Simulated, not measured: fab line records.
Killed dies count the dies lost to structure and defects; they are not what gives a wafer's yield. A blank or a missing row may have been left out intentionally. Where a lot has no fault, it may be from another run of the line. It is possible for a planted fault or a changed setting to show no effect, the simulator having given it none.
fab line records	flow n5-finfet
record: lots: 4	wafers: 12	last-day: 17
route steps=1938 shown HKMG_FIN@396 BEOL_M4@1111 PASSIVATION@1936
lots that met no fault: from a run of the same line without faults
start-h: the number of hours between the record's first day and the start of the first shown wafer of the lot	wait-h: hours from the lot's prior step to this one	" unchanged from the row above	L1.1+2: a row that stands for several wafers	- no value, or no start was given	* or withheld: withheld	< > ~ a bound
route shown NAME@n: names a module that has steps shown in the file, with the first one's number in the route	usual: mean/standard deviation of fault-free wafers	same: alike in all rows	chamber/n: place in a boat	sites: readings site by site	_std_site: standard deviation across them	_edge_site: outer sites' mean less inner sites'	radius-mm: how far each site lies from the wafer's centre	mask NAME#n: copy n	behind: the tool/chamber that last shaped the wafer	hold: what put the lot on hold/how long, in hours/how the hold closed	device: transistor that didn't switch, given as n, p or np	end of line: the tests these same wafers got at the end of their route	a step without rows: its recipe alone	killed: count of dies lost to structure and defects at first sort (not the wafer's yield)	map: a wafer's dies, x killed, . not, _ none there
set.NAME: the setting the step ran with; set.NAME@STEP: the setting that earlier step ran with	model.NAME: the simulator's own value behind a step, which no gauge read
lots seen at some steps along the route; tables by step, rows by wafer
== steps ==
step: N5_HKMG_FIN_PEB_47
recipe: peb-temp-c: withheld	peb-time-s: 60	resist: CAR-ArF
step: N5_HKMG_FIN_DEVELOP_48
recipe: develop-time-s: 30	developer: TMAH	resist: CAR-ArF	rinse-liquid: diw	dry: air-spin	dev-temp-c: 23
step: N5_HKMG_FIN_DESCUM_53
recipe: chemistry: O2	time-s: 7.9	source-power-w: 50	bias-power-w: 20	pressure-mtorr: 20	rf-frequency-hz: 2.712e+07	temp-c: 40	resist: CAR-ArF	o2-flow-sccm: 225
step: N5_HKMG_FIN_ETCH_54
recipe: chemistry: CF4	target: SiARC	target-depth-a: 455	mask-material: CAR-ArF	time-s: 75.8	ion-energy-ev: 80	pressure-mtorr: 40	source-w: 545	bias-w: 36	Ar_flow_sccm: 100	cf4-flow-sccm: 100	ends: cleared
step: N5_HKMG_FIN_ETCH_55
recipe: chemistry: N2/H2	target: SOC	target-depth-a: 2400	temp-c: 40	time-s: 300	ion-energy-ev: 200	mask-material: SiARC	pressure-mtorr: 30	source-w: 840	bias-w: 150	n2-flow-sccm: 200	h2-flow-sccm: 200
step: N5_HKMG_FIN_STRIP_56
recipe: chemistry: N2/H2	temp-c: 40	n2-flow-sccm: 200	h2-flow-sccm: 200	rf-frequency-hz: 6e+07
step: N5_HKMG_FIN_STRIP_57
recipe: chemistry: CF4	resist: SiARC	power-w: 300	bias-power-w: 75	pressure-mtorr: 50	cf4-flow-sccm: 150	rf-frequency-hz: 6e+07
step: N5_HKMG_FIN_ETCH_58
recipe: chemistry: N2/H2	target: SOC	target-depth-a: 2158	ion-energy-ev: 50	bias-w: 13	time-s: 741	pressure-mtorr: 30	source-w: 875	n2-flow-sccm: 200	h2-flow-sccm: 200
step: N5_HKMG_FIN_STRIP_93
recipe: chemistry: N2/H2	material: SOC	time-s: 20	power-w: 500	temp-c: 40	pressure-mtorr: 50	rf-frequency-hz: 6e+07	bias-power-w: 8	h2-frac: 0.5	n2-flow-sccm: 300	h2-flow-sccm: 300
step: N5_HKMG_FIN_WET_ETCH_76
recipe: chemistry: dNH4OH	mix: 1:50	temp-c: 25	target: Al2O3	stop-on: La2O3	target-depth-nm: 2.25	dry: ipa-marangoni	rinse-time-s: 30	rinse-temp-c: 23
usual: bath-heat-duty-pct: 6.4/1	rinse-temp-c: 23.01/0.11	temp-c: 25.01/0.11
lot.wafer	tool	chamber	start-h	wait-h	bath-heat-duty-pct	rinse-temp-c	temp-c
L564.1	wet-bench-06	1	108.94	0.1	6.0	23.14	24.97
L564.2	"	3	"	"	7.4	23.11	25.00
L564.5	"	0	"	"	6.3	23.18	24.90
L577.3	wet-bench-06	4	189.62	0.1	-	-	-
L577.4	"	2	"	"	-	-	-
L577.5	"	0	"	"	-	-	-
L578.2	wet-bench-06	3	192.23	0.1	-	-	-
L578.3	"	0	"	"	-	-	-
L578.6	"	2	"	"	-	-	-
L580.1	wet-bench-01	1	208.47	0.1	7.0	22.95	25.00
L580.2	"	7	"	"	5.4	23.02	24.89
L580.5	"	5	"	"	5.8	23.13	25.01
step: N5_HKMG_FIN_STRIP_60
recipe: chemistry: N2/H2	power-w: 2500	temp-c: 300	h2-frac: 0.65	time-s: 360	pressure-mtorr: withheld	n2-flow-sccm: 1750	h2-flow-sccm: 3250
step: N5_HKMG_FIN_WET_ETCH_77
recipe: chemistry: dHCl	mix: 1:10000	temp-c: 25	target: La2O3	stop-on: HfO2	target-depth-nm: 2
step: N5_HKMG_FIN_WET_ETCH_78
recipe: chemistry: dNH4OH	mix: 1:50	temp-c: 25	target: Al2O3	stop-on: La2O3	target-depth-nm: 4.5	dry: ipa-marangoni	rinse-time-s: 30	rinse-temp-c: 23
step: N5_HKMG_FIN_ALD_79
recipe: material: TiN	target-thk-a: 15	temp-c: 400	ald-precursor-family: TiCl4	ald-co-reactant: NH3	pulse-time-s: 1	purge-time-s: 3	co-reactant-purge-time-s: 2	co-reactant-pulse-time-s: 2	ald-cycles: 68	pressure-torr: 3
step: N5_HKMG_FIN_CVD_62
recipe: material: a-Si	target-thk-a: 30	temp-c: 500	precursor: Si2H6	pressure-torr: 1	time-s: 20.8
step: N5_HKMG_FIN_RTA_80
recipe: temp-c: withheld	time-s: 2	ambient: N2	idle-temp-c: 600	ramp-up-c-per-s: 150	ramp-down-c-per-s: 60	cool-to-c: 600
step: N5_HKMG_FIN_PRECLEAN_64
recipe: chemistry: dHF	time-s: 30	temp-c: 25	dilution: withheld
step: N5_HKMG_FIN_WET_ETCH_65
recipe: chemistry: TMAH	temp-c: 70	conc-wt-pct: 5	target: a-Si	stop-on: TiN	time-s: 49	target-depth-nm: 3
step: N5_HKMG_FIN_WET_ETCH_81
recipe: chemistry: SC1	target: TiN	stop-on: HfO2	mix: 1:1:5	temp-c: 60	time-s: 57	target-depth-nm: 6
step: N5_HKMG_FIN_WET_ETCH_82
recipe: chemistry: dHCl	mix: 1:10000	temp-c: 25	target: La2O3	stop-on: HfO2	target-depth-nm: 2	dry: ipa-marangoni	rinse-time-s: 30	rinse-temp-c: 23
step: N5_HKMG_FIN_ALD_36
recipe: material: TiN	target-thk-a: 10	temp-c: 400	ald-precursor-family: TiCl4	ald-co-reactant: NH3	pulse-time-s: 1	purge-time-s: 3	co-reactant-purge-time-s: 2	co-reactant-pulse-time-s: 2	ald-cycles: 47	pressure-torr: 3
step: N5_HKMG_FIN_PWFM_ALD_03
recipe: material: TiN	target-thk-a: 20	temp-c: 400	ald-precursor-family: TiCl4	ald-co-reactant: NH3	pulse-time-s: 1	purge-time-s: 3	co-reactant-purge-time-s: 2	co-reactant-pulse-time-s: 2	ald-cycles: 91	pressure-torr: 3
step: N5_HKMG_FIN_COAT_29
recipe: resist: SOC	temp-c: 250	time-s: 60	spin-rpm: 1500	resist-thk-nm: 300
step: N5_HKMG_FIN_COAT_30
recipe: resist: SiARC	temp-c: 220	time-s: 60	spin-rpm: 1500	resist-thk-nm: 35
step: N5_HKMG_FIN_COAT_06
recipe: resist: CAR-ArF	spin-rpm: 1500	resist-thk-nm: 90
step: N5_HKMG_FIN_EBR_08
recipe: solvent: PGMEA	ebr-width-mm: 1.5
step: N5_HKMG_FIN_SOFTBAKE_07
recipe: temp-c: 110	time-s: 60	resist: CAR-ArF
step: N5_HKMG_FIN_EXPOSE_09
recipe: mask-id: NWFM	na: 1.35	source-shape: conventional	sigma-outer: 0.8	polarization: unpolarized	dose-mj: 39.25
step: N5_HKMG_FIN_PEB_10
recipe: peb-temp-c: withheld	peb-time-s: 60	resist: CAR-ArF
step: N5_HKMG_FIN_DEVELOP_11
recipe: develop-time-s: 30	developer: TMAH	resist: CAR-ArF	dev-temp-c: 23	rinse-liquid: diw	dry: air-spin
step: N5_HKMG_FIN_DESCUM_17
recipe: chemistry: O2	time-s: 7.9	source-power-w: 50	bias-power-w: 20	pressure-mtorr: 20	rf-frequency-hz: 2.712e+07	temp-c: 40	resist: CAR-ArF	o2-flow-sccm: 225
step: N5_HKMG_FIN_ETCH_31
recipe: chemistry: CF4	target: SiARC	target-depth-a: 455	mask-material: CAR-ArF	time-s: 75.8	ion-energy-ev: 80	pressure-mtorr: 40	source-w: 545	bias-w: 36	Ar_flow_sccm: 100	cf4-flow-sccm: 100	ends: cleared
step: N5_HKMG_FIN_ETCH_32
recipe: chemistry: N2/H2	target: SOC	target-depth-a: 2400	temp-c: 40	time-s: 300	ion-energy-ev: 200	mask-material: SiARC	pressure-mtorr: 30	source-w: 840	bias-w: 150	n2-flow-sccm: 200	h2-flow-sccm: 200
step: N5_HKMG_FIN_STRIP_33
recipe: chemistry: N2/H2	temp-c: 40	n2-flow-sccm: 200	h2-flow-sccm: 200	rf-frequency-hz: 6e+07
step: N5_HKMG_FIN_STRIP_34
recipe: chemistry: CF4	resist: SiARC	power-w: 300	bias-power-w: 75	pressure-mtorr: 50	cf4-flow-sccm: 150	rf-frequency-hz: 6e+07
step: N5_BEOL_M4_RC_MEAS_101
usual: DIBL_N: 36.5/1.4	DIBL_P: 36.6/1.9	IOFF_N: 0.167/0.029	IOFF_N_85C: 3.2/0.46	IOFF_N_LIN: 0.076/0.011	IOFF_N_LONG: 5.57e-05/2.8e-06	IOFF_P: 0.21/0.033	ION_N: 674/12	ION_P: 460/8.9	SS_N: 71.6/0.57	SS_P: 73.4/0.61	VT_N: 249/3.3	VT_N_LONG: 274.3/2.1	VT_P: -250/3.3	VT_P_LVT: -99/3.4
lot.wafer	tool	chamber	start-h	wait-h	DIBL_N[mV/V]	DIBL_P[mV/V]	IOFF_N[nA/um]	IOFF_N_85C[nA/um]	IOFF_N_LIN[nA/um]	IOFF_N_LONG[nA/um]	IOFF_P[nA/um]	ION_N[uA/um]	ION_P[uA/um]	SS_N[mV/dec]	SS_P[mV/dec]	VT_N[mV]	VT_N_LONG[mV]	VT_P[mV]	VT_P_LVT[mV]
L564.1	prober-01	0	203.76	0.0	35.0	35.7	0.160	3.1	0.073	5.66e-05	0.21	663	453	71.6	73.3	248	274.2	-248	-97
L564.2	"	0	"	"	36.1	36.4	0.167	3.2	0.075	5.77e-05	0.21	683	464	72.5	74.3	251	273.3	-254	-98
L564.5	"	0	"	"	35.1	35.9	0.159	3.1	0.073	5.72e-05	0.21	660	450	72.1	73.7	250	271.6	-251	-98
L577.3	prober-02	0	287.07	0.3	38.8	38.4	45.971	365.1	20.338	0.011323	0.22	981	457	71.3	74.2	91	120.5	-250	-254
L577.4	"	0	"	"	37.2	38.2	43.587	344.4	19.526	0.011184	0.21	1000	470	71.8	73.4	92	119.2	-251	-252
L577.5	"	0	"	"	38.9	39.4	49.058	380.6	21.352	0.011206	0.24	991	463	72.1	75.1	91	122.2	-250	-250
L578.2	prober-02	0	289.73	0.2	34.5	34.1	24.617	214.4	11.983	0.0085861	0.17	943	452	71.2	73.4	104	129.5	-255	-256
L578.3	"	0	"	"	34.9	34.9	24.940	217.3	11.913	0.0085614	0.19	943	461	70.8	73.2	106	129.6	-253	-252
L578.6	"	0	"	"	34.6	33.9	23.035	202.5	11.032	0.0083297	0.17	939	449	71.4	73.2	107	130.0	-255	-256
L580.1	prober-01	0	303.83	0.0	37.6	37.8	0.151	3.0	0.069	5.3e-05	0.24	656	458	71.9	73.3	253	277.4	-248	-98
L580.2	"	0	"	"	35.9	35.2	0.134	2.7	0.064	5.56e-05	0.19	668	460	71.3	72.1	253	274.5	-251	-102
L580.5	"	0	"	"	36.9	36.0	0.139	2.8	0.065	5.35e-05	0.22	656	456	71.8	73.1	251	275.9	-251	-100
step: N5_PASSIVATION_PROBE_49
usual: defect-limited-yield: 91.2/1.6	killed_at_M0_to_M3: 34/11	killed_at_M4_up: 14/5.7	killed-at-contacts: 14/6.6	killed-at-front-end: 37/10	killed-at-other: 4/3.2	killed-dies: 104/19	killed-open: 69/13	killed-short: 33/8.7	sort_bin_4_leakage: 0.00/0.014	sort_bin_5_function: 5.1/1	sort_bin_6_memory: 3.3/0.76	sort-n-pass: 1076/19	sort-yield-pct: 91.2/1.6
same: gross-dies: 1180	killed-at-back-side: 0	sort_bin_8_speed[%]: 0
lot.wafer	tool	chamber	start-h	wait-h	defect-limited-yield[%]	killed_at_M0_to_M3	killed_at_M4_up	killed-at-contacts	killed-at-front-end	killed-at-other	killed-dies	killed-open	killed-short	sort_bin_4_leakage[%]	sort_bin_5_function[%]	sort_bin_6_memory[%]	sort-n-pass	sort-yield-pct[%]
L564.1	prober-01	-	297.39	0.0	93.1	27	7	18	26	4	82	61	21	0	3.6	3.1	1098	93.1
L564.2	prober-01	-	297.44	0.1	91.6	23	8	13	44	11	99	67	32	0	5.0	3.1	1081	91.6
L564.5	prober-01	-	297.59	0.2	91.1	27	12	25	35	6	105	72	33	0	5.7	3.2	1075	91.1
L577.3	prober-01	-	390.11	0.1	91.4	49	15	17	21	0	102	70	30	91.36	5.3	3.1	0	0
L577.4	prober-01	-	390.16	0.2	89.3	41	16	32	35	2	126	91	34	89.32	6.4	4.2	0	0
L577.5	prober-01	-	390.21	0.2	89.8	44	18	28	29	1	120	79	35	89.83	5.4	4.2	0	0
L578.2	prober-02	-	390.75	0.1	92.3	16	19	17	34	5	91	65	25	92.29	4.0	3.6	0	0
L578.3	prober-02	-	390.80	0.1	94.1	17	14	10	22	7	70	52	18	94.07	3.1	2.6	0	0
L578.6	prober-02	-	390.95	0.3	93.0	20	19	11	33	0	83	56	27	92.97	5.1	1.5	0	0
L580.1	prober-02	-	404.19	0.4	87.9	46	9	19	64	5	143	107	36	0	6.6	4.8	1037	87.9
L580.2	prober-02	-	404.24	0.4	90.1	36	8	7	64	2	117	74	43	0	5.8	3.8	1063	90.1
L580.5	prober-02	-	404.39	0.6	89.9	40	12	12	53	2	119	74	45	0	6.1	3.7	1061	89.9
killed by level:class
L564.1 MOL_CONTACT_COAG:geometric-particle:open=16 BEOL_M3:geometric-particle:open=10 STI_FIN_REVEAL:geometric-particle:open=7 FIN_SAQP:geometric-particle:open=6 BEOL_M0_SAQP:geometric-particle:open=3 BEOL_M1:geometric-particle:short=3 BEOL_M1:geometric-particle:open=3 FIN_SAQP:geometric-particle:short=2
L564.2 MOL_CONTACT_COAG:geometric-particle:open=11 FIN_SAQP:geometric-particle:open=9 GATE_CUT:geometric-particle:short=9 BEOL_M1:geometric-particle:open=7 STI_FIN_REVEAL:geometric-particle:open=6 STARTING-WAFER:geometric-particle:open=6 PASS1_CAP:geometric-particle:short=5 GATE_CUT:geometric-particle:open=4
L564.5 MOL_CONTACT_COAG:geometric-particle:open=18 STI_FIN_REVEAL:geometric-particle:open=13 BEOL_M1:geometric-particle:open=10 BEOL_M4:geometric-particle:open=8 MOL_CONTACT_COAG:geometric-particle:short=7 BEOL_M3:geometric-particle:open=6 FIN_SAQP:geometric-particle:short=4 FIN_SAQP:geometric-particle:open=3
L577.3 BEOL_M3:geometric-particle:open=14 MOL_CONTACT_COAG:geometric-particle:open=11 BEOL_M0_SAQP:geometric-particle:short=10 BEOL_M1:geometric-particle:open=8 STI_FIN_REVEAL:geometric-particle:open=7 MOL_CONTACT_COAG:geometric-particle:short=6 BEOL_M0_SAQP:geometric-particle:open=6 BEOL_M2:geometric-particle:open=6
L577.4 MOL_CONTACT_COAG:geometric-particle:open=24 STI_FIN_REVEAL:geometric-particle:open=14 BEOL_M3:geometric-particle:open=12 MOL_CONTACT_COAG:geometric-particle:short=8 BEOL_M0_SAQP:geometric-particle:open=7 BEOL_M0_SAQP:geometric-particle:short=6 BEOL_M0:geometric-particle:open=5 BEOL_M1:geometric-particle:open=5
L577.5 MOL_CONTACT_COAG:geometric-particle:open=19 BEOL_M0_SAQP:geometric-particle:open=15 STI_FIN_REVEAL:geometric-particle:open=12 BEOL_M0_SAQP:geometric-particle:short=11 MOL_CONTACT_COAG:geometric-particle:short=9 BEOL_M3:geometric-particle:open=6 FIN_SAQP:geometric-particle:open=5 BEOL_M1:geometric-particle:open=5
L578.2 MOL_CONTACT_COAG:geometric-particle:open=14 BEOL_M4:geometric-particle:open=14 STI_FIN_REVEAL:geometric-particle:open=10 BEOL_M2:geometric-particle:open=5 FIN_SAQP:geometric-particle:short=4 FIN_SAQP:geometric-particle:open=4 STI_FIN_REVEAL:geometric-particle:short=4 DUMMY_GATE:geometric-particle:open=3
L578.3 MOL_CONTACT_COAG:geometric-particle:open=6 BEOL_M1:geometric-particle:open=6 BEOL_M4:geometric-particle:open=5 FIN_SAQP:geometric-particle:open=4 STI_FIN_REVEAL:geometric-particle:open=4 MOL_CONTACT_COAG:geometric-particle:short=4 BEOL_M2:geometric-particle:open=4 BEOL_M7:geometric-particle:open=4
L578.6 FIN_SAQP:geometric-particle:open=11 BEOL_M4:geometric-particle:open=9 MOL_CONTACT_COAG:geometric-particle:open=8 BEOL_M1:geometric-particle:open=6 FIN_SAQP:geometric-particle:short=5 BEOL_M1:geometric-particle:short=5 STI_FIN_REVEAL:geometric-particle:open=3 GATE_CUT:geometric-particle:short=3
L580.1 STI_FIN_REVEAL:geometric-particle:open=30 MOL_CONTACT_COAG:geometric-particle:open=15 BEOL_M1:geometric-particle:open=12 BEOL_M3:geometric-particle:open=11 FIN_SAQP:geometric-particle:open=10 FIN_SAQP:geometric-particle:short=10 BEOL_M2:geometric-particle:open=8 MOL_CONTACT_COAG:geometric-particle:short=4
L580.2 STI_FIN_REVEAL:geometric-particle:open=22 FIN_SAQP:geometric-particle:short=13 BEOL_M2:geometric-particle:open=8 BEOL_M1:geometric-particle:open=7 FIN_SAQP:geometric-particle:open=6 STI_FIN_REVEAL:geometric-particle:short=6 BEOL_M0_SAQP:geometric-particle:short=6 MOL_CONTACT_COAG:geometric-particle:open=5
L580.5 STI_FIN_REVEAL:geometric-particle:open=14 BEOL_M3:geometric-particle:open=10 FIN_SAQP:geometric-particle:open=9 BEOL_M1:geometric-particle:open=8 MOL_CONTACT_COAG:geometric-particle:open=8 BEOL_M0_SAQP:geometric-particle:open=8 FIN_SAQP:geometric-particle:short=7 STI_FIN_REVEAL:geometric-particle:short=5
map L577.4 (x killed, . not)
_________________............________________
______________.x..x............._____________
___________x...x....x..............__________
__________...........x.x............_________
________.x............................_______
_______.....x..x..x.....x..............______
______....x....x.......x.....x.x........_____
_____......x...x...x.....................____
____....x.x.......x...........x...........___
___.........x.....x................xx.x....__
___............x...........................__
__...x..x.x......x..............x.........x._
__........x................x.........x....x._
_........x..x..................x........xx...
_...x...............x....x.x.x.x...x.........
_................x.........x..x.........x....
_.................xx...x.xx..............x...
_.....x........x............x....x...x.......
_x........x.....x......x.....................
_......x........x....x....................x..
_..x.x.x..x....................x..x..........
__..........x.........xx...........x........_
__....................x.....xxx..........x.._
___..................x................x.x..__
___.x........x.x.....x..........xx......x..__
____.....x.........................x.....x___
_____.....x..x.x........x.x.........x.x..____
______............x....................x_____
_______....x..................x......x.______
________...x.........xx..............._______
__________.x.....x.......x......xx.._________
___________.......x...x......x.....__________
______________.................._____________
_________________............________________
map L578.2 (x killed, . not)
_________________...x.x...x..________________
______________......x..........._____________
___________...x...........x........__________
__________.........................._________
________.....x.x......................_______
_______x...............x...........xx..______
______.....x............................_____
_____......x...x........................x____
____..x....x....x....................x....___
___.......x............x.x.......x.........__
___..........x...........xx.........xx....x__
__......................x..................._
__.x...................x...x................_
_.....x..............................x.......
_............x....................x..........
_..................x..............x.......x..
_.x...x...x.x................................
_............................................
_...x.x.................x......x...x.........
_.......................x...................x
_....x..................x..x.........x.......
__.x..............xx.......................x_
__.....xx........x..x......x................_
___.....................x.x....x.........x.__
___...........................x..x.........__
____.........................x......x.....___
_____..............x.....................____
______....x..x.x.....................x.x_____
_______...x......x.....x...x...........______
________..x.................x........._______
__________xx.......x................_________
___________.....x.......x....x.....__________
______________.................._____________
_________________............________________
== key ==
first-sign: step: N5_HKMG_FIN_WET_ETCH_76	reading: tool-record	direction: missing
effect: step: N5_BEOL_M4_RC_MEAS_101	reading: IOFF_N_LONG	direction: up	sigmas: 99+	usual: 5.57e-05	struck: 0.009865
effect: step: N5_BEOL_M4_RC_MEAS_101	reading: IOFF_N_LIN	direction: up	sigmas: 99+	usual: 0.076	struck: 16.024
effect: step: N5_BEOL_M4_RC_MEAS_101	reading: IOFF_N	direction: up	sigmas: 99+	usual: 0.167	struck: 35.201
effect: step: N5_BEOL_M4_RC_MEAS_101	reading: IOFF_N_85C	direction: up	sigmas: 99+	usual: 3.2	struck: 287.4
effect: step: N5_BEOL_M4_RC_MEAS_101	reading: VT_N_LONG	direction: down	sigmas: 73	usual: 274.3	struck: 125.2
effect: step: N5_BEOL_M4_RC_MEAS_101	reading: VT_N	direction: down	sigmas: 46	usual: 249	struck: 99
effect: step: N5_BEOL_M4_RC_MEAS_101	reading: VT_P_LVT	direction: down	sigmas: 45	usual: -99	struck: -253
effect: step: N5_BEOL_M4_RC_MEAS_101	reading: ION_N	direction: up	sigmas: 25	usual: 674	struck: 966
effect: step: N5_PASSIVATION_PROBE_49	reading: sort_bin_4_leakage	direction: up	sigmas: 99+	usual: 0.00	struck: 91.64
met-at N5_HKMG_FIN_WET_ETCH_76
struck-wafers L577.3,L577.4,L577.5,L578.2,L578.3,L578.6
onset-between 108.94 189.62
fault: kind: skipped-step-whole	tool: wet-bench-06	chamber: -	onset-h: 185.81	steps: N5_HKMG_FIN_WET_ETCH_76	scope: struck-lots-only
